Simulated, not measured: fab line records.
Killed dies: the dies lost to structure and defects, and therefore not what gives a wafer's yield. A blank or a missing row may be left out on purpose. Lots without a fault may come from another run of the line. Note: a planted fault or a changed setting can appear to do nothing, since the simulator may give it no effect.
Comparing a struck lot with a sound one | flow n5-finfet | 29 out of 1938 route steps
Sound: the wafers L238.1, L238.3, L238.5. Struck: wafer L225.3; the same lot's L225.6 was not struck, so it is left out; see the end for the cause.
Per side, at each step with rows, come the tool, then ch with its chambers, and then its first start. Under that, the readings that differ: sound wafers | struck wafers | difference of the means | sigmas: that difference in standard deviations of wafers without a fault.
alike: same words and numbers on both sides, and readings whose means sit less than 2 such deviations apart. not compared: any withheld reading, any reading some wafer has no value for, any bound like >300 that may hide the same value, and any number with overlapping values for which the record gives no deviation.
A row with sigmas, a row that says differs or no value, or rows on one side alone: a step with any of these is where the two part. Numbers that have no deviation but don't overlap get no sigmas and don't part them. A reading missing from all wafers of one side parts the sides only when that side holds two or more wafers.

first, 9 steps without rows for these wafers: N5_BEOL_M0_SAQP_EXPOSE_37 (exposes mask M0 CUT1, target cd 30 nm); N5_BEOL_M0_SAQP_PEB_38 (peb time 60 s); N5_BEOL_M0_SAQP_DEVELOP_39 (develop time 30 s); N5_BEOL_M0_SAQP_DESCUM_45 (chemistry O2, time 7 s); N5_BEOL_M0_SAQP_ETCH_88 (etches underlayer in N2/H2, target depth 6.5 nm, time 5.2 s); N5_BEOL_M0_SAQP_ETCH_73 (etches SiARC in CF4, target depth 19.5 nm, time 32.5 s); N5_BEOL_M0_SAQP_CUT_ETCH_46 (etches SOC in N2/H2, target depth 135 nm, overetch 27 nm, time 202.5 s); N5_BEOL_M0_SAQP_STRIP_74 (strips in N2/H2); N5_BEOL_M0_SAQP_STRIP_89 (strips in N2/H2).
N5_BEOL_M0_SAQP_ALD_48: deposits SiO2, target thk 20 nm, pulse time 1 s, co reactant pulse time 1 s.
  sound on ald-sin-03 ch 2,3, day 11 00:43; struck on ald-sin-03 ch 0, day 7 21:13
  reading                                       | sound        | struck | difference | sigmas
  ald-cycles                                    | 139 139 139  | 99     | -40        |
  model.SiO2_of_BEOL_M0_SAQP_ALD_48.thk-nm (nm) | 20.2 20.2 20 | 14.2   | -5.9       |
  alike: heater-power-w, precursor-pulse-height-rel
  not compared: susceptor-temp-C
then, 15 steps without rows for these wafers: N5_BEOL_M0_SAQP_ETCH_49 (etches SiO2 in CF4/O2, target depth 37 nm); N5_BEOL_M0_SAQP_STRIP_75 (strips in CF4); N5_BEOL_M0_CUTY_COAT_50 (time 60 s, resist thk 15 nm); N5_BEOL_M0_CUTY_COAT_51 (resist thk 150 nm); N5_BEOL_M0_CUTY_EBR_52; N5_BEOL_M0_CUTY_SOFTBAKE_53 (time 60 s); N5_BEOL_M0_CUTY_EXPOSE_54 (exposes mask M0 ABLK); N5_BEOL_M0_CUTY_PEB_55 (peb time 60 s); N5_BEOL_M0_CUTY_DEVELOP_56 (develop time 30 s); N5_BEOL_M0_CUTY_DESCUM_61 (chemistry O2, time 7.9 s); N5_BEOL_M0_CUTY_ETCH_62 (etches SiARC in CF4, time 58.5 s); N5_BEOL_M0_CUTY_ETCH_63 (etches SOC in N2/H2, target depth 82.7 nm, overetch 16.5 nm, time 124 s); N5_BEOL_M0_CUTY_STRIP_64 (strips in N2/H2); N5_BEOL_M0_ETCH_138 (etches SiCN in CH3F/O2, target depth 12 nm, time 31.6 s); N5_BEOL_M0_HM_OPEN_105 (chemistry Cl2/BCl3, target TiN, target depth 12 nm).
N5_BEOL_M0_STRIP_140: strips in CF4.
  sound on rie-diel-03 ch 0,1,3, day 11 04:45; struck on rie-diel-04 ch 0, day 7 22:55
  reading                                       | sound          | struck | difference | sigmas
  model.SiO2_of_BEOL_M0_SAQP_ALD_48.thk-nm (nm) | 10.8 11.6 11.2 | 7.6    | -3.6       |
  alike: drypump-motor-current-A, oes-product-au, rf-vpp-V, showerhead-plenum-p-Torr, throttle-valve-pct
  not compared: rf-hours-counter-h
then, 1 step without rows for these wafers: N5_BEOL_M0_STRIP_104 (strips in N2/H2).
N5_BEOL_M4_RC_MEAS_101:
  sound on prober-02 ch 0, day 13 15:05; struck on prober-02 ch 0, day 9 20:35
  reading       | sound          | struck | difference | sigmas
  SS_P (mV/dec) | 73.2 71.8 72.7 | 74.0   | +1.4       | +2
  alike: DIBL_N, DIBL_P, IOFF_N, IOFF_P, ION_N, ION_P, SS_N, VT_N, VT_P
N5_PASSIVATION_PROBE_49:
  the record has rows for the sound wafers here (prober-01, day 18 14:13) and none for the struck ones

== WHERE THEY PART ==
First at N5_BEOL_M4_RC_MEAS_101; last, within this record, at N5_PASSIVATION_PROBE_49.

WHY: the cause the simulator had injected
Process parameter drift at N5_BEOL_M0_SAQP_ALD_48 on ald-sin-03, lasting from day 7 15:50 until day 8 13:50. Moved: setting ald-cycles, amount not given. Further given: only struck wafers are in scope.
